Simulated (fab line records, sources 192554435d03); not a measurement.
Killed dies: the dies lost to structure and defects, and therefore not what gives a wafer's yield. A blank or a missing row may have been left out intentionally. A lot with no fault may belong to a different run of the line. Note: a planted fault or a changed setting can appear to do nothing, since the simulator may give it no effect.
Chamber matching -- flow n5 finfet -- N5_GATE_CUT_CMP_02 on cmp-04: 4 sister chambers
The step polishes, stops on SiO2, t overpolish 12.7 s, target thk 0 nm. 24 wafers are shown with their chamber, then 12 later ones without.

== WAFERS PAIRED WITH THEIR CHAMBERS ==
wafer,chamber,motor current A (A),time to endpoint s (s),overpolish run s (s)
L074.1,0,8.8,20.8,12.708
L074.2,2,9.2,19.0,12.695
L074.5,3,7.8,21.1,12.692
L075.1,2,9.0,22.2,12.711
L075.2,0,8.9,21.9,12.702
L075.3,3,7.5,25.2,12.705
L076.3,2,9.2,25.7,12.707
L076.4,3,8.8,32.5,12.687
L076.6,1,9.3,29.4,12.691
L080.1,3,7.8,27.3,12.699
L080.4,1,9.4,27.3,12.699
L080.5,0,8.3,28.3,12.685
L081.3,3,8.3,29.4,12.688
L081.5,1,9.4,27.8,12.716
L081.6,2,8.4,26.6,12.684
L082.1,1,9.2,28.8,12.726
L082.3,2,8.2,28.4,12.689
L082.5,3,8.5,27.9,12.706
L083.2,2,8.8,26.5,12.706
L083.5,2,8.8,26.2,12.701
L083.6,3,8.3,30.9,12.697
L084.1,1,8.9,25.3,12.694
L084.3,3,8.2,27.5,12.699
L084.6,2,9.0,24.3,12.696

SIGNATURES, as means of the wafers listed above
reading,chamber 0,chamber 1,chamber 2,chamber 3,scatter within a chamber
motor current A,8.667,9.240,8.825,8.150,0.357
time to endpoint s,23.667,27.720,24.863,27.725,3.09
overpolish run s,12.69833,12.70520,12.69862,12.69662,0.0104
Rule: for a wafer and a chamber, the distance is found by dividing, reading by reading, the gap between the wafer's reading and the chamber's mean by the reading's scatter, squaring, summing and taking the root. If the next closest chamber is less than 2 further off than the closest, the wafer can't be placed; otherwise it belongs to the closest. The scatter: take each reading less its chamber's mean, square it, sum over the shown wafers, divide by the number of wafers less the number of chambers, and take the root.

== WAFERS MISSING THEIR CHAMBER ==
wafer,motor current A (A),time to endpoint s (s),overpolish run s (s)
L088.2,7.9,28.6,12.701
L088.4,9.2,25.7,12.691
L088.6,9.0,26.1,12.714
L091.1,9.1,26.4,12.700
L091.4,8.0,28.9,12.699
L091.6,9.3,25.9,12.711
L092.3,8.7,25.6,12.702
L092.4,9.0,25.3,12.689
L092.6,9.4,28.5,12.693
L097.1,8.1,26.6,12.704
L097.2,9.1,25.0,12.693
L097.4,8.8,23.6,12.701

== CHAMBER TAKEN BY EACH ==
wafer,from the rows above,in truth
L088.2,can't be placed: 3 or 0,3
L088.4,can't be placed: 2 or 1 or 0 or 3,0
L088.6,can't be placed: 1 or 2 or 0 or 3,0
L091.1,can't be placed: 1 or 2 or 0 or 3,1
L091.4,can't be placed: 3 or 0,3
L091.6,can't be placed: 1 or 2 or 0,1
L092.3,can't be placed: 2 or 0 or 1 or 3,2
L092.4,can't be placed: 2 or 0 or 1 or 3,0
L092.6,can't be placed: 1 or 2 or 0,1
L097.1,can't be placed: 3 or 0 or 2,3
L097.2,can't be placed: 2 or 0 or 1 or 3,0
L097.4,can't be placed: 0 or 2 or 1 or 3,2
Correct placement for 0 of the 12. Can't be placed from these rows: 12 (the true chamber is among the candidates in 12). Number placed wrongly: 0.
